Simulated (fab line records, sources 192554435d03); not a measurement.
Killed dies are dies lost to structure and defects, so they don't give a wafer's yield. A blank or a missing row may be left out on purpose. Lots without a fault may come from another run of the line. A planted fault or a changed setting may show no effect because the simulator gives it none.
fab line records | flow n5_finfet | part 1 of 2: steps 1 to 3 of 6
record lots=21 wafers=63 last_day=20
route steps=1938 shown BEOL_M5@1112
lots that met no fault: from a run of the same line without faults
start_h: hours from the record's first day to the start of the lot's first wafer shown | wait_h: hours since the lot's step before | " the same as in the row above | L1.1+2: a row that stands for several wafers | - no value, or no start given | * or withheld: withheld | < > ~ a bound
route shown NAME@n: a module of which the file shows steps, and the number in the route of the first | usual: mean/standard deviation of fault-free wafers | same: alike in all rows | chamber/n: place in a boat | sites: the reading at each site | _std_site: their standard deviation | _edge_site: outer sites' mean less inner sites' | radius_mm: how far each site lies from the wafer's centre | mask NAME#n: copy n | behind: the tool/chamber that last shaped the wafer | hold: why the lot was held/for how many hours/how that ended | device: the transistor (n, p or np) that didn't switch | end of line: the same wafers' tests at the end of the route | a step without rows: its recipe alone | killed: dies lost to structure and defects at the first sort, not the wafer's yield | map: a wafer's dies, x killed, . not, _ none there
set.NAME: the setting as run; set.NAME@STEP: as run at that earlier step | model.NAME: the simulator's own value behind a step, which no gauge read
steps of the route over a sample of lots; a table a step, a row a wafer
services: from which hour (start_h, from the record's first day; less than 0 if before it) a tool's chamber was out of use, for how many hours, and why
## steps
# step N5_BEOL_M5_ILD_DEP_00
# recipe material=SiCOH_lowk target_thk_a=1406.4 temp_c=300 precursor=DEMS/porogen pressure_torr=5 rf_w=500 time_s=25.9
# usual heater_power_outer_w=155/42 heater_power_w=331/60 showerhead_plenum_p_Torr=5.736/0.016 throttle_valve_pct=13.8/0.34
# columns lot.wafer tool chamber start_h wait_h heater_power_outer_w heater_power_w showerhead_plenum_p_Torr throttle_valve_pct
L074.3 pecvd-03 1 211.78 0.5 106 264 5.767 13.6
L074.4 " 0 " " 79 239 5.770 13.8
L074.5 " 0 " " 86 238 5.749 13.8
L075.2 pecvd-03 2 245.47 0.7 181 374 5.736 12.8
L075.4 " 0 " " 121 289 5.754 13.7
L075.6 " 1 " " 130 288 5.772 13.7
L077.1 pecvd-04 1 253.48 0.8 205 398 5.741 14.0
L077.2 " 0 " " 143 301 5.748 14.3
L077.5 " 2 " " 154 303 5.731 13.4
L078.1 pecvd-02 0 259.49 0.8 140 299 5.718 14.0
L078.3 " 1 " " 157 367 5.723 14.0
L078.4 " 0 " " 141 296 5.727 14.1
L080.1 pecvd-04 0 266.78 0.8 147 300 5.722 13.9
L080.2 " 2 " " 146 311 5.732 13.8
L080.5 " 0 " " 152 304 5.736 14.0
L081.1 pecvd-02 2 270.07 0.8 231 427 5.742 13.7
L081.3 " 1 " " 145 346 5.707 13.7
L081.4 " 1 " " 146 350 5.725 13.8
L082.3 pecvd-04 0 276.46 0.5 153 305 5.736 13.8
L082.5 " 1 " " 200 391 5.736 13.8
L082.6 " 2 " " 131 292 5.733 13.4
L083.1 pecvd-02 0 277.11 0.8 138 292 5.728 14.1
L083.5 " 1 " " 142 333 5.728 13.9
L083.6 " 0 " " 138 292 5.713 14.3
L084.3 pecvd-03 0 281.91 0.5 96 255 5.771 13.9
L084.5 " 0 " " 97 259 5.753 13.7
L084.6 " 1 " " 115 280 5.757 13.7
L085.3 pecvd-04 0 289.81 0.5 108 249 5.728 14.1
L085.4 " 1 " " 209 404 5.741 14.2
L085.6 " 0 " " 114 259 5.746 13.8
L086.2 pecvd-03 1 296.69 0.7 100 255 5.766 13.7
L086.3 " 2 " " 194 418 5.728 12.9
L086.6 " 2 " " 198 422 5.720 12.9
L092.2 pecvd-04 2 296.83 0.7 133 291 5.737 13.6
L092.3 " 0 " " 121 263 5.736 13.9
L092.4 " 0 " " 122 270 5.749 13.9
L088.3 pecvd-03 0 311.12 0.5 115 280 5.750 14.0
L088.5 " 1 " " 108 271 5.764 13.7
L088.6 " 2 " " 182 393 5.740 13.1
L089.2 pecvd-03 1 312.75 0.7 108 272 5.753 13.7
L089.4 " 0 " " 124 297 5.754 13.8
L089.5 " 1 " " 108 270 5.757 13.4
L087.3 pecvd-04 0 315.87 0.5 127 271 5.742 13.8
L087.4 " 0 " " 135 278 5.725 13.9
L087.6 " 1 " " 159 342 5.739 14.3
L090.2 pecvd-02 0 320.26 0.7 138 294 5.722 14.1
L090.4 " 1 " " 145 333 5.707 13.6
L090.5 " 0 " " 142 291 5.721 14.0
L091.1 pecvd-04 2 323.17 0.8 129 278 5.737 13.7
L091.3 " 0 " " 156 309 5.733 14.0
L091.4 " 2 " " 132 291 5.720 13.7
L079.1 pecvd-02 2 348.26 0.8 221 426 5.741 13.8
L079.2 " 1 " " 135 323 5.709 13.9
L079.6 " 2 " " 224 433 5.752 13.9
L096.1 pecvd-02 0 359.46 0.8 159 321 5.722 14.5
L096.3 " 2 " " 243 448 5.729 13.5
L096.6 " 2 " " 241 444 5.730 13.8
L094.1 pecvd-02 1 370.40 0.8 154 337 5.713 13.8
L094.2 " 0 " " 131 302 5.714 14.1
L094.6 " 0 " " 136 291 5.717 14.3
L095.1 pecvd-03 2 374.56 0.8 152 357 5.722 12.9
L095.4 " 1 " " 124 296 5.755 13.9
L095.6 " 2 " " 158 378 5.717 13.1
# step N5_BEOL_M5_HM_OPEN_17
# recipe chemistry=Cl2/BCl3 target_depth_a=200 overetch_a=60 target=TiN mask_material=SOC ion_energy_ev=150 pressure_mtorr=10 icp_w=1000 bias_w=126 Cl2_flow_sccm=53.25 bcl3_flow_sccm=21.75 Ar_flow_sccm=25
# usual bcl3_flow_sccm=21.76/0.062 bias_w=125.9/0.36 chamber_pressure_mTorr=10.001/0.01 drypump_motor_current_A=6.1/0.4 oes_product_au=0.70/0.04 throttle_valve_pct=22.09/0.071
# columns lot.wafer tool chamber start_h wait_h bcl3_flow_sccm bias_w chamber_pressure_mTorr drypump_motor_current_A oes_product_au rf_hours_counter_h throttle_valve_pct
L074.3 rie_metal-01 1 213.80 0.1 21.82 125.6 10.005 6.5 0.67 - 22.18
L074.4 " 0 " " 21.79 125.7 9.993 6.1 0.68 - 22.02
L074.5 " 0 " " 21.77 125.9 10.000 6.1 0.69 - 22.00
L075.2 rie_metal-02 1 247.20 0.0 21.80 125.8 10.001 5.5 0.76 10 22.09
L075.4 " 1 " " 21.77 126.0 9.984 5.5 0.76 - 22.09
L075.6 " 0 " " 21.72 125.6 10.008 6.4 0.77 - 21.99
L077.1 rie_metal-02 0 255.73 0.0 21.69 126.3 10.019 6.4 0.77 8 21.99
L077.2 " 1 " " 21.88 125.8 9.999 5.5 0.75 11 22.09
L077.5 " 1 " " 21.74 125.1 10.008 5.5 0.76 - 22.09
L078.1 rie_metal-01 1 261.50 0.0 21.79 125.7 10.027 6.5 0.66 50 22.19
L078.3 " 1 " " 21.70 125.7 9.992 6.5 0.66 - 22.20
L078.4 " 0 " " 21.86 125.3 10.016 6.1 0.66 - 22.03
L080.1 rie_metal-02 1 269.99 0.0 21.83 126.0 10.001 5.6 0.75 13 22.10
L080.2 " 0 " " 21.83 125.4 9.995 6.4 0.75 10 21.98
L080.5 " 1 " " 21.66 126.3 10.016 5.6 0.75 - 22.09
L081.1 rie_metal-01 0 271.73 0.0 21.85 125.6 10.014 6.1 0.67 38 22.02
L081.3 " 0 " " 21.71 126.1 9.996 6.1 0.67 - 22.02
L081.4 " 1 " " 21.79 126.2 9.994 6.5 0.66 - 22.18
L082.3 rie_metal-02 1 279.35 0.1 21.73 125.4 10.021 5.5 0.73 - 22.12
L082.5 " 1 " " 21.75 126.2 10.018 5.6 0.73 - 22.10
L082.6 " 0 " " 21.77 125.8 9.986 6.4 0.75 - 21.99
L083.1 rie_metal-02 0 279.55 0.0 21.76 125.7 10.020 6.4 0.75 11 21.98
L083.5 " 0 " " 21.82 125.1 9.992 6.4 0.73 - 22.00
L083.6 " 1 " " 21.67 125.5 9.984 5.5 0.73 - 22.11
L084.3 rie_metal-02 1 283.88 0.1 21.79 125.6 9.997 5.5 0.72 - 22.12
L084.5 " 1 " " 21.71 126.4 10.010 5.5 0.72 - 22.12
L084.6 " 0 " " 21.72 125.6 9.991 6.4 0.74 - 22.02
L085.3 rie_metal-02 0 292.57 0.1 21.80 125.7 9.996 6.4 0.74 - 22.01
L085.4 " 1 " " 21.78 125.6 10.006 5.5 0.73 - 22.11
L085.6 " 0 " " 21.79 125.8 10.004 6.4 0.73 - 22.02
L086.2 rie_metal-03 1 298.78 0.0 21.72 126.0 10.000 6.5 0.75 11 22.15
L086.3 " 0 " " 21.72 125.7 9.995 5.6 0.68 - 22.06
L086.6 " 0 " " 21.79 126.2 10.019 5.7 0.68 - 22.06
L092.2 rie_metal-03 0 298.87 0.0 21.84 125.9 10.012 5.7 0.66 37 22.07
L092.3 " 0 " " 21.73 126.4 9.994 5.7 0.67 - 22.08
L092.4 " 1 " " 21.83 125.8 9.984 6.5 0.74 - 22.15
L088.3 rie_metal-02 0 313.40 0.1 21.76 125.7 10.012 6.4 0.73 - 22.02
L088.5 " 0 " " 21.81 126.0 10.014 6.4 0.73 - 22.01
L088.6 " 1 " " 21.69 126.1 10.008 5.5 0.72 - 22.11
L089.2 rie_metal-01 0 318.58 0.0 21.80 125.9 10.005 6.1 0.66 43 22.01
L089.4 " 1 " " 21.75 125.4 9.993 6.5 0.66 - 22.21
L089.5 " 0 " " 21.77 126.2 9.978 6.1 0.66 - 22.04
L087.3 rie_metal-03 0 318.62 0.1 21.75 125.5 10.016 5.7 0.66 - 22.07
L087.4 " 1 " " 21.71 126.2 9.998 6.5 0.73 - 22.17
L087.6 " 0 " " 21.72 125.8 10.011 5.7 0.65 - 22.07
L090.2 rie_metal-02 0 322.42 0.0 21.80 126.1 10.005 6.5 0.74 15 22.01
L090.4 " 1 " " 21.61 126.4 9.990 5.6 0.72 - 22.10
L090.5 " 0 " " 21.76 126.3 10.008 6.5 0.74 - 22.01
L091.1 rie_metal-01 0 327.10 0.0 21.76 126.2 10.010 6.1 0.66 43 22.03
L091.3 " 1 " " 21.61 125.8 10.003 6.5 0.66 - 22.20
L091.4 " 0 " " 21.71 125.8 9.976 6.1 0.66 - 22.02
L079.1 rie_metal-01 1 351.40 0.0 21.77 125.9 10.004 6.5 0.64 57 22.21
L079.2 " 0 " " 21.77 126.2 9.993 6.1 0.65 45 22.04
L079.6 " 1 " " 21.75 125.8 9.989 6.5 0.65 - 22.21
L096.1 rie_metal-03 0 361.26 0.0 21.68 125.4 9.995 5.7 0.66 42 22.08
L096.3 " 1 " " 21.76 126.1 10.001 6.5 0.73 - 22.16
L096.6 " 0 " " 21.69 126.1 10.008 5.6 0.66 - 22.09
L094.1 rie_metal-01 1 372.63 0.0 21.74 126.1 10.001 6.5 0.63 59 22.21
L094.2 " 0 " " 21.87 126.7 10.007 6.1 0.65 47 22.05
L094.6 " 1 " " 21.73 126.5 9.997 6.5 0.65 - 22.20
L095.1 rie_metal-02 1 376.44 0.0 21.83 126.1 10.007 5.6 0.71 23 22.13
L095.4 " 0 " " 21.70 126.3 10.003 6.4 0.71 - 22.04
L095.6 " 0 " " 21.62 125.9 10.012 6.4 0.72 - 22.02
# step N5_BEOL_M5_DESCUM_33
# recipe chemistry=O2 time_s=7 source_power_w=50 bias_power_w=20 pressure_mtorr=20 rf_frequency_hz=2.712e+07 temp_c=40 resist=CAR-EUV o2_flow_sccm=225
# usual chamber_pressure_mTorr=20.000/0.018 drypump_motor_current_A=6.0/0.55 oes_product_au=0.79/0.074 rf_vpp_V=243.2/1.4 showerhead_plenum_p_Torr=2.09/0.066 throttle_valve_pct=20.61/0.19
# columns lot.wafer tool chamber start_h wait_h chamber_pressure_mTorr drypump_motor_current_A oes_product_au rf_hours_counter_h rf_vpp_V showerhead_plenum_p_Torr throttle_valve_pct
L074.3 rie_diel-01 1 216.27 0.0 19.945 6.2 0.75 150 245.0 2.11 20.50
L074.4 " 2 " " 20.013 6.4 0.88 29 245.6 2.21 20.56
L074.5 " 0 " " 20.000 6.6 0.79 - 240.8 2.03 20.83
L075.2 rie_diel-06 0 248.62 0.1 20.003 6.4 0.69 240 243.0 2.16 20.82
L075.4 " 2 " " 19.994 6.4 0.76 167 241.8 2.00 20.50
L075.6 " 2 " " 20.005 6.4 0.76 - 241.4 2.00 20.51
L077.1 rie_diel-03 2 258.63 0.3 20.001 5.0 0.74 169 244.9 2.17 20.46
L077.2 " 3 " " 19.981 5.4 0.86 62 244.2 2.12 20.52
L077.5 " 3 " " 19.965 5.4 0.85 - 243.5 2.12 20.53
L078.1 rie_diel-06 3 264.54 0.0 19.966 5.2 0.79 79 243.8 2.13 20.79
L078.3 " 0 " " 19.986 6.4 0.68 245 243.5 2.15 20.81
L078.4 " 1 " " 20.005 5.2 0.97 5 243.1 2.15 20.26
L080.1 rie_diel-06 1 270.82 0.0 19.990 5.2 0.96 7 245.2 2.15 20.25
L080.2 " 0 " " 20.025 6.4 0.68 247 242.7 2.15 20.84
L080.5 " 0 " " 19.990 6.4 0.68 - 243.8 2.15 20.82
L081.1 rie_diel-03 1 274.53 0.0 19.986 6.1 0.72 178 241.9 2.00 20.12
L081.3 " 2 " " 20.013 5.0 0.74 173 244.9 2.17 20.49
L081.4 " 0 " " 19.965 5.5 0.70 222 243.5 2.07 20.76
L082.3 rie_diel-01 3 279.94 0.0 20.011 6.0 0.89 36 242.1 2.05 20.54
L082.5 " 2 " " 20.011 6.4 0.85 - 245.4 2.21 20.57
L082.6 " 3 " " 19.988 6.0 0.89 - 241.4 2.04 20.54
L083.1 rie_diel-01 1 280.41 0.3 20.026 6.3 0.73 174 242.5 2.10 20.53
L083.5 " 0 " " 19.983 6.6 0.77 - 243.0 2.02 20.86
L083.6 " 3 " " 20.008 6.0 0.88 - 243.8 2.04 20.56
L084.3 rie_diel-06 3 286.19 0.0 20.008 5.2 0.79 83 244.6 2.12 20.81
L084.5 " 0 " " 20.009 6.4 0.68 - 245.0 2.15 20.84
L084.6 " 3 " " 19.991 5.2 0.79 - 242.6 2.12 20.80
L085.3 rie_diel-06 1 295.10 0.0 20.006 5.2 0.95 12 243.6 2.14 20.28
L085.4 " 2 " " 20.006 6.4 0.76 - 240.1 1.99 20.52
L085.6 " 1 " " 20.024 5.2 0.95 - 244.0 2.14 20.26
L092.2 rie_diel-06 3 299.62 0.0 19.999 5.2 0.78 88 242.6 2.12 20.80
L092.3 " 1 " " 20.029 5.2 0.94 15 243.2 2.14 20.26
L092.4 " 2 " " 20.019 6.5 0.74 - 242.4 1.99 20.52
L086.2 rie_diel-01 0 300.61 0.7 20.011 6.6 0.77 129 243.4 2.02 20.88
L086.3 " 2 " " 19.970 6.4 0.85 53 245.9 2.20 20.58
L086.6 " 3 " " 20.010 6.0 0.89 - 242.4 2.04 20.55
L088.3 rie_diel-01 1 316.66 0.1 20.001 6.3 0.72 185 242.9 2.09 20.57
L088.5 " 0 " " 20.017 6.6 0.76 - 241.3 2.02 20.88
L088.6 " 1 " " 19.992 6.2 0.72 - 243.1 2.09 20.56
L089.2 rie_diel-01 2 321.39 0.3 19.976 6.4 0.84 59 244.9 2.20 20.60
L089.4 " 3 " " 19.998 6.0 0.87 49 242.2 2.04 20.57
L089.5 " 2 " " 19.991 6.4 0.84 - 246.3 2.20 20.60
L087.3 rie_diel-01 1 322.57 0.0 20.033 6.3 0.72 187 241.9 2.09 20.56
L087.4 " 0 " " 20.030 6.6 0.76 136 242.0 2.02 20.88
L087.6 " 0 " " 20.031 6.6 0.77 - 241.2 2.02 20.87
L090.2 rie_diel-01 0 323.63 0.6 19.994 6.6 0.76 137 242.3 2.02 20.87
L090.4 " 2 " " 20.018 6.4 0.83 60 245.4 2.20 20.60
L090.5 " 2 " " 20.003 6.4 0.84 - 245.3 2.20 20.61
L091.1 rie_diel-01 3 328.87 0.1 19.999 6.0 0.87 50 241.0 2.04 20.57
L091.3 " 0 " " 20.022 6.6 0.77 137 243.6 2.02 20.89
L091.4 " 1 " " 19.988 6.3 0.72 189 243.2 2.09 20.56
L079.1 rie_diel-06 2 353.63 0.2 19.988 6.4 0.73 201 241.9 1.99 20.56
L079.2 " 0 " " 20.027 6.4 0.91 17 244.3 2.15 20.54
L079.6 " 2 " " 20.023 6.4 0.73 - 240.5 1.99 20.55
L096.1 rie_diel-01 1 362.35 0.0 20.016 6.3 0.71 199 243.9 2.09 20.58
L096.3 " 3 " " 19.983 6.0 0.84 61 243.1 2.04 20.58
L096.6 " 1 " " 19.977 6.2 0.71 - 243.4 2.09 20.57
L094.1 rie_diel-06 0 373.36 0.0 19.966 6.4 0.88 23 243.7 2.14 20.54
L094.2 " 1 " " 20.017 5.2 0.89 40 244.5 2.13 20.29
L094.6 " 3 " " 19.990 5.2 0.76 - 244.4 2.11 20.83
L095.1 rie_diel-01 1 379.55 0.0 20.010 6.3 0.71 204 243.3 2.09 20.60
L095.4 " 3 " " 20.019 6.0 0.84 67 242.2 2.03 20.57
L095.6 " 2 " " 19.974 6.4 0.82 - 245.8 2.19 20.64
